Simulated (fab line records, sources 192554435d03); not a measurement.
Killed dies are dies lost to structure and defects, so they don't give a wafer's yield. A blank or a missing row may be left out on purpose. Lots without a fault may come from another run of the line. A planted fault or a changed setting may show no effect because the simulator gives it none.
Split-lot experiment | flow n5_finfet | 7 lots, 39 wafers read, on a route of 1938 steps

THE SPLIT
At N5_DUMMY_GATE_DESCUM_20 (chemistry O2, time 6.2 s), the setting time_s was moved away from the recipe's 6.2 s on 15 of the 39 wafers read, by -46.2% to +48.7%. The other wafers ran this setting at the recipe's value.

The file shows no step between the split and the reading.

THE READING
CAR-EUV_of_DUMMY_GATE_COAT_09.thk_nm (the simulator's own value, which no gauge read), in nm, at N5_DUMMY_GATE_ETCH_29 (etches underlayer in N2/H2, target depth 13 nm). The file gives no usual value for it. The 24 wafers here that ran the recipe average 18.9 nm, standard deviation 0.15 nm.

wafer  | tool, chamber at the split | time_s as run, s | against the recipe | CAR-EUV_of_DUMMY_GATE_COAT_09.thk_nm, nm | against lot-mates on the recipe
L074.1 | rie_diel-04, 2             | 6.2              | recipe             | 19                                       | -
L074.2 | rie_diel-04, 3,1           | 6.2              | recipe             | 18.6                                     | -
L074.3 | rie_diel-04, 3,1           | 6.2              | recipe             | 18.8                                     | -
L074.4 | rie_diel-04, 0,2           | 3.333            | -46.2%             | 20.4                                     | +1.6
L074.6 | rie_diel-04, 0,2           | 3.333            | -46.2%             | 20.4                                     | +1.6
L074.5 | rie_diel-04, 3             | 3.333            | -46.2%             | 20                                       | +1.2
L075.1 | rie_diel-03, 3,0,1         | 3.895            | -37.2%             | 20                                       | +1.1
L075.2 | rie_diel-03, 3,0,1         | 3.895            | -37.2%             | 20                                       | +1.1
L075.3 | rie_diel-03, 3,0,1         | 3.895            | -37.2%             | 20                                       | +1.1
L075.4 | rie_diel-03, 2,2,1         | 6.2              | recipe             | 18.8                                     | -
L075.6 | rie_diel-03, 2,2,1         | 6.2              | recipe             | 18.8                                     | -
L075.5 | rie_diel-03, 2,2,1         | 6.2              | recipe             | 19                                       | -
L076.1 | rie_diel-01, 0,3,1         | 3.559            | -42.6%             | 20.2                                     | +1.3
L076.2 | rie_diel-01, 2,0           | 6.2              | recipe             | 19                                       | -
L076.3 | rie_diel-01, 0,3,1         | 3.559            | -42.6%             | 20.4                                     | +1.5
L076.4 | rie_diel-01, 1             | 6.2              | recipe             | 18.8                                     | -
L076.6 | rie_diel-01, 2,0           | 6.2              | recipe             | 18.8                                     | -
L076.5 | rie_diel-01, 0,3,1         | 3.559            | -42.6%             | 20                                       | +1.1
L077.1 | rie_diel-01, 3,0,3         | 6.2              | recipe             | 19                                       | -
L077.3 | rie_diel-01, 3,0,3         | 6.2              | recipe             | 19                                       | -
L077.6 | rie_diel-01, 3,0,3         | 6.2              | recipe             | 19                                       | -
L077.2 | rie_diel-01, 2,1,0         | 8.946            | +44.3%             | 17.6                                     | -1.4
L077.5 | rie_diel-01, 2,1,0         | 8.946            | +44.3%             | 17.6                                     | -1.4
L077.4 | rie_diel-01, 2,1,0         | 8.946            | +44.3%             | 17.2                                     | -1.8
L079.1 | rie_diel-04, 0,2,3         | 6.2              | recipe             | 18.8                                     | -
L079.2 | rie_diel-04, 0,2,3         | 6.2              | recipe             | 19                                       | -
L079.3 | rie_diel-04, 0,2,3         | 6.2              | recipe             | 18.6                                     | -
L079.4 | rie_diel-04, 1,2           | 9.218            | +48.7%             | 17.2                                     | -1.6
L079.6 | rie_diel-04, 1             | 9.218            | +48.7%             | 17.2                                     | -1.6
L079.5 | rie_diel-04, 1,2           | 9.218            | +48.7%             | 17.4                                     | -1.4
L089.1 | rie_diel-01, 0,2,1,3,1,0   | 6.2              | recipe             | 19                                       | -
L089.6 | rie_diel-01, 0,2,1,3,1,0   | 6.2              | recipe             | 19                                       | -
L089.2 | rie_diel-01, 0,2,1,3,1,0   | 6.2              | recipe             | 19.2                                     | -
L089.4 | rie_diel-01, 0,2,1,3,1,0   | 6.2              | recipe             | 19.2                                     | -
L089.3 | rie_diel-01, 0,2,1,3,1,0   | 6.2              | recipe             | 18.8                                     | -
L089.5 | rie_diel-01, 0,2,1,3,1,0   | 6.2              | recipe             | 18.8                                     | -
L095.1 | rie_diel-03, 2,2,1         | 6.2              | recipe             | 18.8                                     | -
L095.5 | rie_diel-03, 2,2,1         | 6.2              | recipe             | 18.8                                     | -
L095.6 | rie_diel-03, 2,2,1         | 6.2              | recipe             | 18.8                                     | -
Where a row lists several chambers, the file gives one row for several wafers and doesn't say which wafer went through which chamber.

THE FIT
A straight line over all 39 wafers: CAR-EUV_of_DUMMY_GATE_COAT_09.thk_nm changes by -0.0314 nm for each +1% of time_s; r = -0.98; the points scatter about the line by 0.16 nm.
The same after taking each lot's own level away (the mean of its wafers on the recipe; 39 wafers): -0.032 nm for each +1%; r = -0.99; scatter 0.14 nm.
On that fit, the largest move of time_s shifts the reading by 1.6 nm.
The lots' own levels span 18.80 to 19.00 nm, that is 1.3 times the standard deviation above.
So the lot-to-lot level changes the slope little: the two slopes agree.
Check: with one of the wafers moved furthest among these (+48.7%) left out of the fit, the line predicts -1.57 nm for it against its lot-mates. It came out at -1.6 nm against them.

THE WHOLE CHAIN: every reading that the file lists as answering this split, in the file's order
step                    | what it does                                   | reading                                                                               | change (the file's fit)                | r (the file's)
N5_DUMMY_GATE_DESCUM_20 | chemistry O2, time 6.2 s                       | CAR-EUV_of_DUMMY_GATE_COAT_09.thk_nm (the simulator's own value, which no gauge read) | -0.0313 nm for each +1% of the setting | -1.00
N5_DUMMY_GATE_ETCH_29   | etches underlayer in N2/H2, target depth 13 nm | CAR-EUV_of_DUMMY_GATE_COAT_09.thk_nm (the simulator's own value, which no gauge read) | -0.032 nm for each +1% of the setting  | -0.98

THE FILE'S OWN FIT
CAR-EUV_of_DUMMY_GATE_COAT_09.thk_nm changes by -0.032 nm for each +1% of time_s, r = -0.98.
